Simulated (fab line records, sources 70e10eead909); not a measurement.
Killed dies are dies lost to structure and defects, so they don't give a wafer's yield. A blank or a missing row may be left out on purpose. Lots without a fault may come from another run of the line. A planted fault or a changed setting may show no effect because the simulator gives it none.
A struck lot beside a sound one | flow nand_harc | 17 steps out of a route of 1302
Sound: wafers L132.2, L132.3, L132.5. Struck: wafers L136.3, L136.5, L136.6. The cause comes at the end.
At each step with rows: each side's tool, then ch and its chambers, then its first start. Under that, the readings that differ: sound wafers | struck wafers | difference of the means | sigmas: that difference in standard deviations of wafers without a fault.
alike: readings whose means differ by less than 2 such deviations, and words and numbers that are the same on both sides. not compared: withheld readings, readings that some wafer has no value for, bounds like >300 that may hide the same value, and numbers for which the record gives no deviation and whose values overlap.
The two part at a step that has a row with sigmas, a row that says differs or no value, or rows on one side only. Numbers that don't overlap but have no deviation are shown without sigmas and don't part them. A reading that every wafer of one side lacks parts them only if that side has two wafers or more.

NHARC_P_GATE_CD_MEAS_46: target cd 720 nm.
  sound on cd_sem-03 ch 0, day 7 07:02; struck on cd_sem-02 ch 0, day 8 17:58
  alike: cd_nm
then, 1 step without rows for these wafers: NHARC_P_GATE_HARDBAKE_47 (time 80 s).
NHARC_P_GATE_DESCUM_48: chemistry O2, time 3 s.
  sound on rie_diel-13 ch 0,2, day 7 07:12; struck on rie_diel-05 ch 0,1, day 8 18:08
  reading               | sound             | struck            | difference | sigmas
  oes_product_au (a.u.) | 0.997 0.994 1.001 | 1.017 1.010 1.016 | +0.017     | +2
  alike: drypump_motor_current_A, rf_vpp_V, showerhead_plenum_p_Torr, throttle_valve_pct
  not compared: rf_hours_counter_h
then, 1 step without rows for these wafers: NHARC_P_GATE_IMPLANT_49.
NHARC_P_GATE_STRIP_111: strips in N2/H2, time 250 s.
  sound on plasma_asher-01 ch 1, day 7 07:47; struck on plasma_asher-02 ch 0,1, day 8 18:38
  reading                     | sound          | struck         | difference | sigmas
  drypump_motor_current_A (A) | 5.72 5.73 5.74 | 4.88 5.64 4.90 | -0.59      | -2
  alike: heater_power_w, temp_c
  not compared: rf_hours_counter_h
NHARC_P_GATE_STRIP_75: strips in O2.
  sound on plasma_asher-01 ch 1, day 7 08:05; struck on plasma_asher-02 ch 0,1, day 8 18:49
  reading                     | sound          | struck         | difference | sigmas
  drypump_motor_current_A (A) | 5.73 5.72 5.72 | 4.90 5.64 4.93 | -0.57      | -2
  alike: heater_power_w, temp_c
  not compared: rf_hours_counter_h
then, 6 steps without rows for these wafers: NHARC_P_GATE_STRIP_50 (strips in SPM, time 900 s); NHARC_P_GATE_DEHYDRATE_51 (time 120 s); NHARC_P_GATE_HMDS_52 (time 30 s); NHARC_P_GATE_COAT_53; NHARC_P_GATE_SOFTBAKE_54 (time 95 s); NHARC_P_GATE_EBR_55.
NHARC_P_GATE_EXPOSE_56: exposes mask P PSD, target cd 720 nm.
  sound on krf_scanner-02 ch 0, day 7 08:51; struck on krf_scanner-02 ch 0, day 8 19:34
  reading | sound                   | struck                           | difference | sigmas
  mask    | P_PSD#0 P_PSD#0 P_PSD#0 | P_PSD_R1#0 P_PSD_R1#0 P_PSD_R1#0 | differs    |
  alike: reticle_temp_C
then, 2 steps without rows for these wafers: NHARC_P_GATE_PEB_57 (peb time 85 s); NHARC_P_GATE_DEVELOP_58 (time 70 s).
NHARC_P_GATE_CD_MEAS_59: target cd 720 nm.
  sound on cd_sem-01 ch 0, day 7 09:01; struck on cd_sem-01 ch 0
  reading    | sound             | struck            | difference | sigmas
  cd_nm (nm) | 719.7 718.9 719.9 | 733.9 732.9 731.1 | +13.1      | +11
  not compared: hold
-- the record jumps here: 20 days lie between the struck wafers' starts before and after (it left off in module P_GATE and takes up again in module END, whose first step shown is number 1302 of the route) --
NHARC_END_SORT_01:
  the record has rows for the struck wafers here (prober-02 ch 0, day 29 02:13) and none for the sound ones

WHERE THEY PART
First at NHARC_P_GATE_DESCUM_48; last, within this record, at NHARC_END_SORT_01.

WHY: what the simulator had put in
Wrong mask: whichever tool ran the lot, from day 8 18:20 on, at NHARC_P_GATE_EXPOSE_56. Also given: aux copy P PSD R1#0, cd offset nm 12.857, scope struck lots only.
